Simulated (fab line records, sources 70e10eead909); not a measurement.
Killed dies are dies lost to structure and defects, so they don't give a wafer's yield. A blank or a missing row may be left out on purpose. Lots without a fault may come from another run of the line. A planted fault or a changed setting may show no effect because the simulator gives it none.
A struck lot beside a sound one | flow nand_harc | 15 steps out of a route of 1302
Sound: wafers L744.1, L744.2, L744.6. Struck: wafers L752.1, L752.4, L752.6. The cause comes at the end.
At each step with rows: each side's tool, then ch and its chambers, then its first start. Under that, the readings that differ: sound wafers | struck wafers | difference of the means | sigmas: that difference in standard deviations of wafers without a fault.
alike: readings whose means differ by less than 2 such deviations, and words and numbers that are the same on both sides. not compared: withheld readings, readings that some wafer has no value for, bounds like >300 that may hide the same value, and numbers for which the record gives no deviation and whose values overlap.
The two part at a step that has a row with sigmas, a row that says differs or no value, or rows on one side only. Numbers that don't overlap but have no deviation are shown without sigmas and don't part them. A reading that every wafer of one side lacks parts them only if that side has two wafers or more.

NHARC_A_DECK1_JOINT_ETCHBACK_00: etches the open film in HBr, target depth 30 nm, time 17.4 s.
  sound on rie_si-04 ch 0,1, day 12 23:14; struck on rie_si-04 ch 0,2, day 16 07:22
  alike: bias_w, drypump_motor_current_A, oes_product_au, throttle_valve_pct
  not compared: rf_hours_counter_h
then, 8 steps without rows for these wafers: NHARC_A_DECK1_JOINT_PRECLEAN_30 (cleans in SC1); NHARC_A_DECK1_JOINT_SRD_31; NHARC_A_DECK1_JOINT_CVD_34 (deposits SiNx, target thk 20 nm); NHARC_A_DECK1_JOINT_DEP_06 (deposits SiOx, target thk 80 nm); NHARC_A_DECK1_JOINT_CURE_26 (time 32 s); NHARC_A_DECK1_JOINT_ANNEAL_27 (time 3600 s); NHARC_A_DECK1_JOINT_ANNEAL_28 (time 1800 s); NHARC_A_DECK1_JOINT_ANNEAL_29 (time 1800 s).
NHARC_A_DECK1_JOINT_CMP_02: polishes SiOx.
  sound on cmp-03 ch 0,1,3, day 14 01:36; struck on cmp-01 ch 0,2, day 17 10:50
  alike: motor_current_A
then, 1 step without rows for these wafers: NHARC_A_DECK1_JOINT_SRD_15.
NHARC_A_DECK1_JOINT_DEP_16: deposits SiO2, target thk 45 nm.
  sound on pecvd-03 ch 0,1,2, day 14 01:58; struck on pecvd-03 ch 0,1, day 17 11:15
  alike: heater_power_w, mfc_precursor_sccm, throttle_valve_pct
NHARC_A_DECK1_JOINT_THK_MEAS_17: measures by ellipsometry.
  sound on film_metro-02, day 14 02:15; struck on film_metro-01, day 17 11:40
  reading     | sound          | struck         | difference | sigmas
  thk_nm (nm) | 43.7 43.6 46.7 | 28.9 27.4 29.9 | -15.9      | -14
  not compared: hold
NHARC_A_DECK1_JOINT_INSPECT_05:
  sound on defect_inspect-02, day 14 02:17; struck on defect_inspect-02, day 18 00:46
  reading | sound | struck                                                                        | difference                   | sigmas
  hold    | - - - | await_dispo/13.1h/release await_dispo/13.1h/release await_dispo/13.1h/release | no value on the sound wafers |
  alike: raw_defect_count
-- the record jumps here: 12 days lie between the struck wafers' starts before and after (it left off in module A_DECK1_JOINT and takes up again in module END, whose first step shown is number 1302 of the route) --
NHARC_END_SORT_01:
  the record has rows for the struck wafers here (prober-01 ch 0, day 29 17:53) and none for the sound ones

WHERE THEY PART
First at NHARC_A_DECK1_JOINT_THK_MEAS_17; last, within this record, at NHARC_END_SORT_01.

WHY: what the simulator had put in
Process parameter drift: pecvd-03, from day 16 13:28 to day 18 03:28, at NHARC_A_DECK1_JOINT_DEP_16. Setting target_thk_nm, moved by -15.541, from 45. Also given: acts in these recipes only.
